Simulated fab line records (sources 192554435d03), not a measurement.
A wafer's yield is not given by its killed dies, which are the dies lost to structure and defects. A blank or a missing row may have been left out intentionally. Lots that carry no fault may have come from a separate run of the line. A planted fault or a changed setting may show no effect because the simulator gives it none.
Split-lot trial / flow n5_finfet / route with 1938 steps; 7 lots, 21 wafers read

== ON THE SPLIT ==
At N5_BEOL_M2_DESCUM_33 (chemistry O2, time 7 s), the setting time_s was moved away from the recipe's 7 s on 8 of the 21 wafers read, by -11.8% to +20.6%. This setting was run at the recipe's value on the other wafers.

== FROM SPLIT TO READING: 1 step shown by the file between the two ==
- N5_BEOL_M2_ETCH_77: etches underlayer in N2/H2, target depth 6.5 nm, time 5.2 s

== THE READING ==
CAR-EUV_of_BEOL_M2_COAT_22.thk_nm (the simulator's own value, which no gauge read), in nm, at N5_BEOL_M2_ETCH_69 (etches SiARC in CF4, target depth 15.6 nm, time 26 s). The file gives no usual value for it. Average 11.2 nm, standard deviation 0.14 nm, over the 13 wafers here run with the recipe.

wafer=L076.1; tool, chamber at the split=rie_diel-06, 1; time_s as run, s=6.177; against the recipe=-11.8%; CAR-EUV_of_BEOL_M2_COAT_22.thk_nm, nm=11.8; against lot-mates on the recipe=no lot-mate on the recipe
wafer=L076.3; tool, chamber at the split=rie_diel-06, 3,0; time_s as run, s=6.177; against the recipe=-11.8%; CAR-EUV_of_BEOL_M2_COAT_22.thk_nm, nm=11.6; against lot-mates on the recipe=no lot-mate on the recipe
wafer=L076.5; tool, chamber at the split=rie_diel-06, 3,0; time_s as run, s=6.177; against the recipe=-11.8%; CAR-EUV_of_BEOL_M2_COAT_22.thk_nm, nm=11.6; against lot-mates on the recipe=no lot-mate on the recipe
wafer=L080.1; tool, chamber at the split=rie_diel-04, 0; time_s as run, s=7.398; against the recipe=+5.7%; CAR-EUV_of_BEOL_M2_COAT_22.thk_nm, nm=11.2; against lot-mates on the recipe=+0.0
wafer=L080.6; tool, chamber at the split=rie_diel-04, 0; time_s as run, s=7.398; against the recipe=+5.7%; CAR-EUV_of_BEOL_M2_COAT_22.thk_nm, nm=11.2; against lot-mates on the recipe=+0.0
wafer=L080.3; tool, chamber at the split=rie_diel-04, 1; time_s as run, s=7; against the recipe=recipe; CAR-EUV_of_BEOL_M2_COAT_22.thk_nm, nm=11.2; against lot-mates on the recipe=-
wafer=L081.3; tool, chamber at the split=rie_diel-05, 2,1; time_s as run, s=7; against the recipe=recipe; CAR-EUV_of_BEOL_M2_COAT_22.thk_nm, nm=11; against lot-mates on the recipe=-
wafer=L081.4; tool, chamber at the split=rie_diel-05, 0; time_s as run, s=7.655; against the recipe=+9.4%; CAR-EUV_of_BEOL_M2_COAT_22.thk_nm, nm=10.8; against lot-mates on the recipe=-0.3
wafer=L081.6; tool, chamber at the split=rie_diel-05, 2,1; time_s as run, s=7; against the recipe=recipe; CAR-EUV_of_BEOL_M2_COAT_22.thk_nm, nm=11.2; against lot-mates on the recipe=-
wafer=L083.2; tool, chamber at the split=rie_diel-06, 2; time_s as run, s=7; against the recipe=recipe; CAR-EUV_of_BEOL_M2_COAT_22.thk_nm, nm=11.2; against lot-mates on the recipe=-
wafer=L083.4; tool, chamber at the split=rie_diel-06, 1,2; time_s as run, s=7; against the recipe=recipe; CAR-EUV_of_BEOL_M2_COAT_22.thk_nm, nm=11.2; against lot-mates on the recipe=-
wafer=L083.5; tool, chamber at the split=rie_diel-06, 1,2; time_s as run, s=7; against the recipe=recipe; CAR-EUV_of_BEOL_M2_COAT_22.thk_nm, nm=11.4; against lot-mates on the recipe=-
wafer=L095.1; tool, chamber at the split=rie_diel-04, 2,3; time_s as run, s=7; against the recipe=recipe; CAR-EUV_of_BEOL_M2_COAT_22.thk_nm, nm=11; against lot-mates on the recipe=-
wafer=L095.3; tool, chamber at the split=rie_diel-04, 2,3; time_s as run, s=7; against the recipe=recipe; CAR-EUV_of_BEOL_M2_COAT_22.thk_nm, nm=11; against lot-mates on the recipe=-
wafer=L095.4; tool, chamber at the split=rie_diel-04, 0; time_s as run, s=7; against the recipe=recipe; CAR-EUV_of_BEOL_M2_COAT_22.thk_nm, nm=11.2; against lot-mates on the recipe=-
wafer=L096.2; tool, chamber at the split=rie_diel-06, 1,0; time_s as run, s=8.441; against the recipe=+20.6%; CAR-EUV_of_BEOL_M2_COAT_22.thk_nm, nm=10.6; against lot-mates on the recipe=-0.8
wafer=L096.4; tool, chamber at the split=rie_diel-06, 1,0; time_s as run, s=8.441; against the recipe=+20.6%; CAR-EUV_of_BEOL_M2_COAT_22.thk_nm, nm=10.4; against lot-mates on the recipe=-1.0
wafer=L096.6; tool, chamber at the split=rie_diel-06, 1; time_s as run, s=7; against the recipe=recipe; CAR-EUV_of_BEOL_M2_COAT_22.thk_nm, nm=11.4; against lot-mates on the recipe=-
wafer=L097.1; tool, chamber at the split=rie_diel-06, 3,1,0; time_s as run, s=7; against the recipe=recipe; CAR-EUV_of_BEOL_M2_COAT_22.thk_nm, nm=11; against lot-mates on the recipe=-
wafer=L097.6; tool, chamber at the split=rie_diel-06, 3,1,0; time_s as run, s=7; against the recipe=recipe; CAR-EUV_of_BEOL_M2_COAT_22.thk_nm, nm=11; against lot-mates on the recipe=-
wafer=L097.3; tool, chamber at the split=rie_diel-06, 3,1,0; time_s as run, s=7; against the recipe=recipe; CAR-EUV_of_BEOL_M2_COAT_22.thk_nm, nm=11.2; against lot-mates on the recipe=-
When a row names more than one chamber, that row covers several wafers, and the file does not tell which wafer ran in which chamber.

THE FIT
A straight line over all 21 wafers: CAR-EUV_of_BEOL_M2_COAT_22.thk_nm changes by -0.0346 nm for each +1% of time_s; r = -0.89; the points scatter about the line by 0.15 nm.
The same after taking each lot's own level away (the mean of its wafers on the recipe; 18 wafers): -0.0415 nm for each +1%; r = -0.92; scatter 0.12 nm.
On that fit, the largest move of time_s shifts the reading by 0.85 nm.
The span of the lots' own levels, 11.07 to 11.40 nm, comes to 2.4 times the standard deviation stated above.
Hence the slope depends on the lot-to-lot level, as the two fits are not the same.
Check: with one of the wafers moved furthest among these (+20.6%) left out of the fit, the line predicts -0.849 nm for it against its lot-mates. Against them it came out at -0.8 nm.

== OTHER SPLITS ON THESE WAFERS ==
Other splits were also applied to these wafers ahead of the reading. Each is held against what the fit with the lots' levels taken away leaves over:
other split on the same wafers=N5_MOL_CONTACT_COAG_EXPOSE_81 dose_mj; wafers away from the commonest value=12; r with CAR-EUV_of_BEOL_M2_COAT_22.thk_nm (lot level and that fit taken away)=+0.10
other split on the same wafers=N5_BEOL_M0_SAQP_COAT_08 spin_rpm; wafers away from the commonest value=6; r with CAR-EUV_of_BEOL_M2_COAT_22.thk_nm (lot level and that fit taken away)=-0.31
other split on the same wafers=N5_BEOL_M0_SAQP_EXPOSE_11 dose_mj; wafers away from the commonest value=5; r with CAR-EUV_of_BEOL_M2_COAT_22.thk_nm (lot level and that fit taken away)=-0.12
other split on the same wafers=N5_BEOL_M0_CUTY_COAT_50 spin_rpm; wafers away from the commonest value=5; r with CAR-EUV_of_BEOL_M2_COAT_22.thk_nm (lot level and that fit taken away)=+0.18
other split on the same wafers=N5_BEOL_M1_ETCH_64 bias_w; wafers away from the commonest value=8; r with CAR-EUV_of_BEOL_M2_COAT_22.thk_nm (lot level and that fit taken away)=+0.06
other split on the same wafers=N5_BEOL_M1_COAT_68 spin_rpm; wafers away from the commonest value=6; r with CAR-EUV_of_BEOL_M2_COAT_22.thk_nm (lot level and that fit taken away)=+0.11

== THE WHOLE CHAIN: every reading that the file lists as answering this split, in the file's order ==
step=N5_BEOL_M2_DESCUM_33; what it does=chemistry O2, time 7 s; reading=CAR-EUV_of_BEOL_M2_COAT_22.thk_nm (the simulator's own value, which no gauge read); change (the file's fit)=-0.0358 nm for each +1% of the setting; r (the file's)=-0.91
step=N5_BEOL_M2_ETCH_77; what it does=etches underlayer in N2/H2, target depth 6.5 nm, time 5.2 s; reading=CAR-EUV_of_BEOL_M2_COAT_22.thk_nm (the simulator's own value, which no gauge read); change (the file's fit)=-0.0355 nm for each +1% of the setting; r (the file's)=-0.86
step=N5_BEOL_M2_ETCH_69; what it does=etches SiARC in CF4, target depth 15.6 nm, time 26 s; reading=CAR-EUV_of_BEOL_M2_COAT_22.thk_nm (the simulator's own value, which no gauge read); change (the file's fit)=-0.0392 nm for each +1% of the setting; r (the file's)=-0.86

== FILE'S OWN FIT ==
CAR-EUV_of_BEOL_M2_COAT_22.thk_nm changes by -0.0392 nm for each +1% of time_s, r = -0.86.
